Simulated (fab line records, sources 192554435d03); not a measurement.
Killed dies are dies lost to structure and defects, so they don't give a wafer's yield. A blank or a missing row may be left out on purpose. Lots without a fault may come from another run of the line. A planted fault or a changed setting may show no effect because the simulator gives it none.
Which tool did it? | flow n5_finfet | 9 lots, 27 wafers sampled, at 5 steps of a route of 1938

WHAT THE GAUGES READ, wafer by wafer
N5_BEOL_M4_RC_MEAS_101. Usual: DIBL_N 36.3 mV/V, standard deviation 1.4; DIBL_P 36.2 mV/V, standard deviation 1.5; IOFF_N 0.160 nA/um, standard deviation 0.021; IOFF_P 0.211 nA/um, standard deviation 0.027; ION_N 676 uA/um, standard deviation 7.7; ION_P 463 uA/um, standard deviation 5.5; SS_N 71.4 mV/dec, standard deviation 0.57; SS_P 73.3 mV/dec, standard deviation 0.58; VT_N 249.3 mV, standard deviation 2.5; VT_P -250.1 mV, standard deviation 2.6.
lot  | measured     | on        | DIBL_N (mV/V)  | DIBL_P (mV/V)  | IOFF_N (nA/um)    | IOFF_P (nA/um)    | ION_N (uA/um) | ION_P (uA/um) | SS_N (mV/dec)  | SS_P (mV/dec)  | VT_N (mV)         | VT_P (mV)            | flag
L361 | day 8 18:29  | prober-01 | 34.7 35.4 35.9 | 35.4 35.5 36.0 | 0.147 0.154 0.162 | 0.193 0.193 0.212 | 674 673 676   | 461 457 463   | 70.8 71.6 71.6 | 72.1 73.2 72.9 | 249.7 250.8 249.0 | -250.8 -250.3 -249.7 |
L365 | day 9 13:05  | prober-01 | 38.6 38.2 37.8 | 37.1 37.4 35.5 | 0.156 0.152 0.137 | 0.234 0.229 0.201 | 668 673 674   | 467 469 461   | 71.9 71.0 71.8 | 73.6 73.6 73.1 | 252.9 249.7 253.1 | -250.9 -249.4 -250.7 |
L366 | day 9 22:33  | prober-01 | 37.1 35.9 36.6 | 35.6 34.0 34.4 | 0.154 0.139 0.144 | 0.203 0.198 0.193 | 673 677 665   | 460 469 468   | 71.1 70.9 70.8 | 73.5 72.5 72.9 | 250.1 249.1 248.3 | -250.2 -248.9 -249.8 |
L367 | day 10 01:46 | prober-01 | 35.9 35.3 35.4 | 37.6 36.3 35.6 | 0.178 0.157 0.154 | 0.229 0.213 0.201 | 687 672 679   | 463 461 461   | 71.1 70.7 70.4 | 73.7 73.3 73.0 | 248.4 251.2 248.0 | -251.9 -250.3 -248.6 |
L368 | day 10 06:29 | prober-02 | 34.5 34.5 34.8 | 35.8 35.7 36.1 | 0.155 0.148 0.159 | 0.194 0.189 0.199 | 687 685 690   | 471 462 467   | 71.6 71.3 71.2 | 72.5 72.8 73.2 | 249.1 249.6 249.1 | -251.3 -249.6 -253.2 |
L373 | day 11 09:58 | prober-01 | 36.1 36.5 36.4 | 35.9 35.2 35.9 | 0.178 0.171 0.180 | 0.230 0.226 0.238 | 679 679 681   | 475 467 464   | 72.0 71.3 71.5 | 74.0 73.6 73.9 | 245.3 245.6 246.9 | -247.7 -244.8 -247.4 |
L375 | day 12 01:35 | prober-01 | 38.8 36.8 35.9 | 38.3 36.7 34.8 | 0.210 0.172 0.150 | 0.260 0.236 0.195 | 679 685 666   | 466 462 452   | 71.5 71.6 71.4 | 73.9 73.6 73.1 | 245.5 248.6 250.7 | -248.1 -248.9 -251.8 |
L377 | day 12 19:37 | prober-02 | 35.0 35.2 38.0 | 34.3 34.6 37.7 | 0.146 0.144 0.191 | 0.194 0.202 0.251 | 679 667 679   | 467 462 467   | 70.6 70.2 70.8 | 72.6 72.6 73.4 | 249.2 249.8 243.9 | -249.9 -249.2 -248.9 |
L381 | day 13 20:19 | prober-01 | 36.9 36.1 37.2 | 37.2 36.4 37.9 | 0.179 0.162 0.189 | 0.233 0.231 0.242 | 680 683 687   | 468 469 471   | 71.7 71.4 72.7 | 73.4 74.0 74.3 | 249.0 249.9 247.6 | -246.6 -250.1 -248.8 |

WHICH TOOL RAN EACH LOT (tool, then ch and the chambers of the sampled wafers, then the start)
lot  | N5_DUMMY_GATE_ETCH_31             | N5_DUMMY_GATE_HM_OPEN_21          | N5_DUMMY_GATE_ETCH_32           | N5_SD_EPI_N_COAT_32
L361 | rie_diel-01 ch 0,1,2, day 3 12:10 | rie_diel-01 ch 0,1,2, day 3 12:16 | rie_si-02 ch 1,2,3, day 3 12:25 | litho_track-03 ch 0, day 3 13:32
L365 | rie_diel-02 ch 0,1,3, day 4 11:41 | rie_diel-02 ch 0,1,3, day 4 11:46 | rie_si-02 ch 0,2,3, day 4 11:56 | litho_track-03 ch 0, day 4 13:11
L366 | rie_diel-01 ch 1,2,3, day 4 17:08 | rie_diel-01 ch 1,2,3, day 4 17:13 | rie_si-01 ch 1,2, day 4 17:22   | litho_track-03 ch 0, day 4 18:29
L367 | rie_diel-02 ch 1,3, day 5 00:10   | rie_diel-02 ch 1,3, day 5 00:15   | rie_si-04 ch 0,1,3, day 5 00:25 | litho_track-02 ch 0, day 5 01:32
L368 | rie_diel-01 ch 2,3, day 5 06:10   | rie_diel-01 ch 2,3, day 5 06:15   | rie_si-02 ch 0,1, day 5 06:25   | litho_track-03 ch 0, day 5 07:52
L373 | rie_diel-03 ch 1,2,3, day 6 15:31 | rie_diel-03 ch 1,2,3, day 6 15:36 | rie_si-01 ch 0,1,3, day 6 15:46 | litho_track-02 ch 0, day 6 16:53
L375 | rie_diel-02 ch 1,2,3, day 6 22:48 | rie_diel-02 ch 1,2,3, day 6 22:53 | rie_si-01 ch 1,2, day 6 23:03   | litho_track-02 ch 0, day 7 00:36
L377 | rie_diel-01 ch 0,2,3, day 7 15:59 | rie_diel-01 ch 0,2,3, day 7 16:04 | rie_si-04 ch 1,3, day 7 16:14   | litho_track-02 ch 0, day 7 17:28
L381 | rie_diel-01 ch 0,1, day 8 13:41   | rie_diel-01 ch 0,1, day 8 13:46   | rie_si-04 ch 0,1,3, day 8 13:56 | litho_track-05 ch 0, day 8 16:06
- N5_DUMMY_GATE_ETCH_31: etches SiO2 in C4F6/O2, target depth 82.5 nm, time 27.5 s.
- N5_DUMMY_GATE_HM_OPEN_21: chemistry CH3F/O2, target SiNx, target depth 120 nm, time 171.4 s.
- N5_DUMMY_GATE_ETCH_32: etches SiO2 in CF4, target depth 3.5 nm, time 3.9 s.
- N5_SD_EPI_N_COAT_32: time 60 s, resist thk 350 nm.

WHAT THE TOOLS THEMSELVES READ (means of the sampled wafers that have a number; where no wafer has one, the mark that the record gives instead)
N5_DUMMY_GATE_ETCH_31. Usual: drypump_motor_current_A 5.6 A, standard deviation 0.49; oes_product_au 0.83 a.u., standard deviation 0.085; rf_vpp_V 668 V, standard deviation 5.2; showerhead_plenum_p_Torr 2.89 Torr, standard deviation 0.088; throttle_valve_pct 21.11 %, standard deviation 0.23.
lot  | tool        | drypump_motor_current_A (A) | oes_product_au (a.u.) | rf_vpp_V (V) | showerhead_plenum_p_Torr (Torr) | throttle_valve_pct (%) | flag
L361 | rie_diel-01 | 5.5                         | 0.88                  | 669          | 2.89                            | 21.02                  |
L365 | rie_diel-02 | 5.6                         | 0.74                  | 667          | 2.90                            | 21.19                  |
L366 | rie_diel-01 | 5.4                         | 0.87                  | 671          | 2.85                            | 20.96                  |
L367 | rie_diel-02 | 5.2                         | 0.70                  | 669          | 2.89                            | 21.38                  |
L368 | rie_diel-01 | 5.0                         | 0.89                  | 670          | 2.82                            | 20.90                  |
L373 | rie_diel-03 | 6.2                         | 0.86                  | 665          | 2.95                            | 21.05                  |
L375 | rie_diel-02 | 5.2                         | 0.74                  | 665          | 2.84                            | 21.38                  |
L377 | rie_diel-01 | 5.4                         | 0.86                  | 670          | 2.90                            | 21.06                  |
L381 | rie_diel-01 | 5.7                         | 0.80                  | 669          | 2.91                            | 21.17                  |

N5_DUMMY_GATE_HM_OPEN_21. Usual: drypump_motor_current_A 5.6 A, standard deviation 0.48; oes_product_au 0.82 a.u., standard deviation 0.084; rf_vpp_V 300.7 V, standard deviation 2.3; showerhead_plenum_p_Torr 2.05 Torr, standard deviation 0.065; throttle_valve_pct 16.40 %, standard deviation 0.23.
lot  | tool        | drypump_motor_current_A (A) | oes_product_au (a.u.) | rf_vpp_V (V) | showerhead_plenum_p_Torr (Torr) | throttle_valve_pct (%) | flag
L361 | rie_diel-01 | 5.4                         | 0.88                  | 300.8        | 2.06                            | 16.30                  |
L365 | rie_diel-02 | 5.6                         | 0.73                  | 300.2        | 2.06                            | 16.52                  |
L366 | rie_diel-01 | 5.3                         | 0.88                  | 302.7        | 2.03                            | 16.25                  |
L367 | rie_diel-02 | 5.2                         | 0.70                  | 300.8        | 2.05                            | 16.73                  |
L368 | rie_diel-01 | 5.1                         | 0.89                  | 302.3        | 2.00                            | 16.18                  |
L373 | rie_diel-03 | 6.3                         | 0.86                  | 298.9        | 2.10                            | 16.34                  |
L375 | rie_diel-02 | 5.3                         | 0.74                  | 299.8        | 2.02                            | 16.68                  |
L377 | rie_diel-01 | 5.4                         | 0.86                  | 301.3        | 2.06                            | 16.34                  |
L381 | rie_diel-01 | 5.7                         | 0.80                  | 300.2        | 2.07                            | 16.43                  |

N5_DUMMY_GATE_ETCH_32. Usual: drypump_motor_current_A 5.6 A, standard deviation 0.57; oes_product_au 1.007 a.u., standard deviation 0.018; throttle_valve_pct 21.74 %, standard deviation 0.14.
lot  | tool      | drypump_motor_current_A (A) | oes_product_au (a.u.) | throttle_valve_pct (%) | flag
L361 | rie_si-02 | 5.4                         | 0.990                 | 21.83                  |
L365 | rie_si-02 | 5.9                         | 0.995                 | 21.86                  |
L366 | rie_si-01 | 5.6                         | 0.996                 | 21.67                  |
L367 | rie_si-04 | 5.5                         | 1.018                 | 21.74                  |
L368 | rie_si-02 | 5.4                         | 0.998                 | 21.86                  |
L373 | rie_si-01 | 5.9                         | 1.001                 | 21.52                  |
L375 | rie_si-01 | 5.5                         | 1.007                 | 21.74                  |
L377 | rie_si-04 | 5.2                         | 1.012                 | 21.80                  |
L381 | rie_si-04 | 5.5                         | 1.020                 | 21.75                  |

N5_SD_EPI_N_COAT_32. Usual: heater_power_total_W 500.4 W, standard deviation 1.8; spin_speed_rpm 1499.9 rpm, standard deviation 1.1.
lot  | tool           | heater_power_total_W (W) | spin_speed_rpm (rpm) | flag
L361 | litho_track-03 | 498.5                    | 1500.0               |
L365 | litho_track-03 | 500.8                    | 1498.7               |
L366 | litho_track-03 | 500.4                    | 1501.6               |
L367 | litho_track-02 | 499.5                    | 1499.6               |
L368 | litho_track-03 | 501.2                    | 1499.9               |
L373 | litho_track-02 | 500.6                    | 1502.3               |
L375 | litho_track-02 | 501.5                    | 1431.3               | OFF
L377 | litho_track-02 | 501.6                    | 1430.4               | OFF
L381 | litho_track-05 | 500.2                    | 1500.4               |

THE ANSWER, worked out from the rows above alone
Rule: a lot is off if the mean of its wafers that have a number lies more than 3 standard deviations from the usual mean. A lot without any number at a reading at which 4 lots or more have one is off too. The other lots that the step has rows for count as sound. The gauges are gone through in route order, then the tools' own readings, and for those a lot's mean is taken as printed above. The first step at which some lot is off is used, and at that step the reading that is off furthest; a lot without a number counts as furthest.
Off: L375, L377, at N5_SD_EPI_N_COAT_32 (spin_speed_rpm).
A tool fits if, at that step or a process step before it, it ran every lot that is off, and no sound lot after the first of them. One fits: litho_track-02 at N5_SD_EPI_N_COAT_32. Its last sound lot is L373 (day 6 16:53), its first lot that is off L375 (day 7 00:36): a fault that began between those two fits.
The tool's own readings at N5_SD_EPI_N_COAT_32 bear it out: on the lots that are off they differ by more than 5 times the standard deviation of the sound lots' means. spin_speed_rpm reads 1430.8 rpm there against 1500.4 rpm on the sound lots.

WHAT THE SIMULATOR HAD PUT IN
Process parameter drift: litho_track-02, from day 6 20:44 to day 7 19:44, at N5_SD_EPI_N_COAT_32. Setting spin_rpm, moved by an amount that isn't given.
Lots struck among those shown: L375, L377. The rule above found the same.
